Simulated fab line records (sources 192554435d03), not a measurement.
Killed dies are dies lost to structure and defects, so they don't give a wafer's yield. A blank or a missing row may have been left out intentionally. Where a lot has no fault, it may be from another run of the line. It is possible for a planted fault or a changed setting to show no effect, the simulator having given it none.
Matching of chambers / flow n5-finfet / N5_BEOL_M10_PECVD_70 on pecvd-01 has 3 sister chambers
The step deposits SiO2 from TEOS/O2, target thk 20 nm, time 22.7 s. 20 wafers are shown with their chamber, then 10 later ones without.

## WAFERS WITH THEIR CHAMBER
wafer=L075.2; chamber=0; throttle-valve-pct (%)=22.9; showerhead-plenum-p-Torr (Torr)=8.72; heater-power-w (W)=728
wafer=L075.5; chamber=2; throttle-valve-pct (%)=21.9; showerhead-plenum-p-Torr (Torr)=8.65; heater-power-w (W)=748
wafer=L075.6; chamber=0; throttle-valve-pct (%)=22.8; showerhead-plenum-p-Torr (Torr)=8.73; heater-power-w (W)=735
wafer=L077.1; chamber=2; throttle-valve-pct (%)=21.7; showerhead-plenum-p-Torr (Torr)=8.59; heater-power-w (W)=814
wafer=L077.3; chamber=0; throttle-valve-pct (%)=22.5; showerhead-plenum-p-Torr (Torr)=8.74; heater-power-w (W)=717
wafer=L077.6; chamber=1; throttle-valve-pct (%)=24.4; showerhead-plenum-p-Torr (Torr)=8.80; heater-power-w (W)=534
wafer=L083.3; chamber=0; throttle-valve-pct (%)=22.4; showerhead-plenum-p-Torr (Torr)=8.75; heater-power-w (W)=733
wafer=L083.4; chamber=1; throttle-valve-pct (%)=24.5; showerhead-plenum-p-Torr (Torr)=8.83; heater-power-w (W)=560
wafer=L083.5; chamber=0; throttle-valve-pct (%)=23.0; showerhead-plenum-p-Torr (Torr)=8.73; heater-power-w (W)=746
wafer=L087.1; chamber=0; throttle-valve-pct (%)=22.7; showerhead-plenum-p-Torr (Torr)=8.74; heater-power-w (W)=689
wafer=L087.2; chamber=2; throttle-valve-pct (%)=21.8; showerhead-plenum-p-Torr (Torr)=8.62; heater-power-w (W)=831
wafer=L087.4; chamber=0; throttle-valve-pct (%)=22.3; showerhead-plenum-p-Torr (Torr)=8.74; heater-power-w (W)=672
wafer=L090.1; chamber=2; throttle-valve-pct (%)=21.7; showerhead-plenum-p-Torr (Torr)=8.64; heater-power-w (W)=907
wafer=L090.2; chamber=1; throttle-valve-pct (%)=24.5; showerhead-plenum-p-Torr (Torr)=8.80; heater-power-w (W)=542
wafer=L090.6; chamber=1; throttle-valve-pct (%)=24.5; showerhead-plenum-p-Torr (Torr)=8.81; heater-power-w (W)=530
wafer=L091.2; chamber=2; throttle-valve-pct (%)=21.9; showerhead-plenum-p-Torr (Torr)=8.65; heater-power-w (W)=858
wafer=L091.3; chamber=1; throttle-valve-pct (%)=24.5; showerhead-plenum-p-Torr (Torr)=8.81; heater-power-w (W)=544
wafer=L091.4; chamber=2; throttle-valve-pct (%)=22.0; showerhead-plenum-p-Torr (Torr)=8.63; heater-power-w (W)=847
wafer=L093.1; chamber=2; throttle-valve-pct (%)=21.9; showerhead-plenum-p-Torr (Torr)=8.64; heater-power-w (W)=815
wafer=L093.5; chamber=0; throttle-valve-pct (%)=22.4; showerhead-plenum-p-Torr (Torr)=8.75; heater-power-w (W)=674

SIGNATURES (means of the wafers above)
reading=throttle-valve-pct; chamber 0=22.625; chamber 1=24.480; chamber 2=21.843; scatter within a chamber=0.182
reading=showerhead-plenum-p-Torr; chamber 0=8.7375; chamber 1=8.8100; chamber 2=8.6314; scatter within a chamber=0.0154
reading=heater-power-w; chamber 0=711.75; chamber 1=542.00; chamber 2=831.43; scatter within a chamber=34.9
Rule: for a wafer and a chamber, the distance is found by dividing, reading by reading, the gap between the wafer's reading and the chamber's mean by the reading's scatter, squaring, summing and taking the root. If the next closest chamber is less than 2 further off than the closest, the wafer can't be placed; otherwise it belongs to the closest. How the scatter is found: for the shown wafers, subtract from each reading the mean of its chamber, square and add these, divide the total by (wafers less chambers), then take the root.

## WAFERS MISSING THEIR CHAMBER
wafer=L093.6; throttle-valve-pct (%)=22.2; showerhead-plenum-p-Torr (Torr)=8.66; heater-power-w (W)=809
wafer=L092.2; throttle-valve-pct (%)=24.3; showerhead-plenum-p-Torr (Torr)=8.78; heater-power-w (W)=540
wafer=L092.4; throttle-valve-pct (%)=24.5; showerhead-plenum-p-Torr (Torr)=8.78; heater-power-w (W)=542
wafer=L092.6; throttle-valve-pct (%)=22.0; showerhead-plenum-p-Torr (Torr)=8.63; heater-power-w (W)=761
wafer=L094.2; throttle-valve-pct (%)=22.5; showerhead-plenum-p-Torr (Torr)=8.75; heater-power-w (W)=707
wafer=L094.3; throttle-valve-pct (%)=24.7; showerhead-plenum-p-Torr (Torr)=8.78; heater-power-w (W)=523
wafer=L094.5; throttle-valve-pct (%)=22.9; showerhead-plenum-p-Torr (Torr)=8.74; heater-power-w (W)=689
wafer=L095.1; throttle-valve-pct (%)=22.7; showerhead-plenum-p-Torr (Torr)=8.71; heater-power-w (W)=721
wafer=L095.2; throttle-valve-pct (%)=22.0; showerhead-plenum-p-Torr (Torr)=8.65; heater-power-w (W)=843
wafer=L095.4; throttle-valve-pct (%)=22.1; showerhead-plenum-p-Torr (Torr)=8.64; heater-power-w (W)=854

## CHAMBER TAKEN BY EACH
wafer=L093.6; from the rows above=2; in truth=2
wafer=L092.2; from the rows above=1; in truth=1
wafer=L092.4; from the rows above=1; in truth=1
wafer=L092.6; from the rows above=2; in truth=2
wafer=L094.2; from the rows above=0; in truth=0
wafer=L094.3; from the rows above=1; in truth=1
wafer=L094.5; from the rows above=0; in truth=0
wafer=L095.1; from the rows above=0; in truth=0
wafer=L095.2; from the rows above=2; in truth=2
wafer=L095.4; from the rows above=2; in truth=2
10 of 10 placed correctly. Can't be placed from these rows: 0. Wrongly placed: 0.
